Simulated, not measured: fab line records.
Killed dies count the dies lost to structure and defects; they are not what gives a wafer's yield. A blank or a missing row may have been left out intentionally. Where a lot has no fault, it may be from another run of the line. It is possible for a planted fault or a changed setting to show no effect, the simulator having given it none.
Which tool is to blame?	flow nand-harc	11 lots with 33 wafers sampled at 2 steps, on a route of 1159 steps

== WHAT THE GAUGES SHOWED, per wafer ==
NHARC_P_ZERO_WELL_CD_MEAS_24: the cd target is 720 nm.
lot	measured	on	cd-nm (nm)
L492	day 2 14:36	cd-sem-03	720.9 722.0 721.3
L493	day 2 20:31	cd-sem-03	723.6 723.4 722.9
L495	day 3 08:32	cd-sem-01	718.5 718.3 718.9
L496	day 3 14:28	cd-sem-03	720.0 722.0 721.2
L500	day 4 14:28	cd-sem-02	719.9 717.4 719.6
L502	day 5 02:35	cd-sem-02	719.7 719.5 719.6
L504	day 5 14:32	cd-sem-02	719.4 721.4 721.9
L505	day 5 20:28	cd-sem-02	721.8 720.7 721.1
L506	day 6 02:40	cd-sem-03	816.4 817.7 768.3 817.1 817.8 768.1
L508	day 6 14:36	cd-sem-01	740.6 755.2 748.6 740.9 754.9 748.4
L511	day 7 08:35	cd-sem-03	722.0 720.9 719.1

== TOOL THAT RAN EACH LOT (tool first, then ch and the chambers of the sampled wafers, then the start) ==
lot	NHARC_P_ZERO_WELL_EXPOSE_21
L492	krf-scanner-03 ch 0, day 2 14:26
L493	krf-scanner-02 ch 0, day 2 20:20
L495	krf-scanner-04 ch 0, day 3 08:23
L496	krf-scanner-04 ch 0, day 3 14:19
L500	krf-scanner-03 ch 0, day 4 14:19
L502	krf-scanner-04 ch 0, day 5 02:26
L504	krf-scanner-04 ch 0, day 5 14:23
L505	krf-scanner-03 ch 0, day 5 20:18
L506	krf-scanner-04 ch 0, day 6 02:30
L508	krf-scanner-04 ch 0, day 6 14:27
L511	krf-scanner-02 ch 0, day 7 08:25
- NHARC_P_ZERO_WELL_EXPOSE_21: exposes mask P NWELL, target cd 720 nm.

== THE ANSWER, worked out from the rows above alone ==
Rule: the usual values come from the lots themselves. Put in order of their means at a reading, lots are off if they are a third of the lots or fewer, leave a main group of 4 or more, and stand apart from it by a gap of 3 or more times the standard deviation of the main group's means; of several such gaps the widest counts. A main group whose means are all the same, to the digits that the tables above print for the reading, isn't used. Also off: a lot with no number at a reading for which 4 or more lots have one. Where the step has rows for the other lots, those lots are counted as sound.
Off: L506, L508, at NHARC_P_ZERO_WELL_CD_MEAS_24 (cd-nm). The main group has a mean of 720.6 nm with a standard deviation of 1.3.
A tool fits if, at a process step before that reading, it ran every lot that is off, and no sound lot after the first of them. The gauges at NHARC_P_ZERO_WELL_CD_MEAS_24 are tried like those tools. One fits: krf-scanner-04 at NHARC_P_ZERO_WELL_EXPOSE_21. Its last sound lot is L504 (day 5 14:23), its first lot that is off L506 (day 6 02:30): a fault that began between those two fits.

== WHAT WAS PUT IN BY THE SIMULATOR ==
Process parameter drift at NHARC_P_ZERO_WELL_EXPOSE_21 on krf-scanner-04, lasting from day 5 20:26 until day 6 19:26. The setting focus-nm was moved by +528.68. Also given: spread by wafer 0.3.
Shown lots that were struck: L506, L508. The rule above reached the same finding.
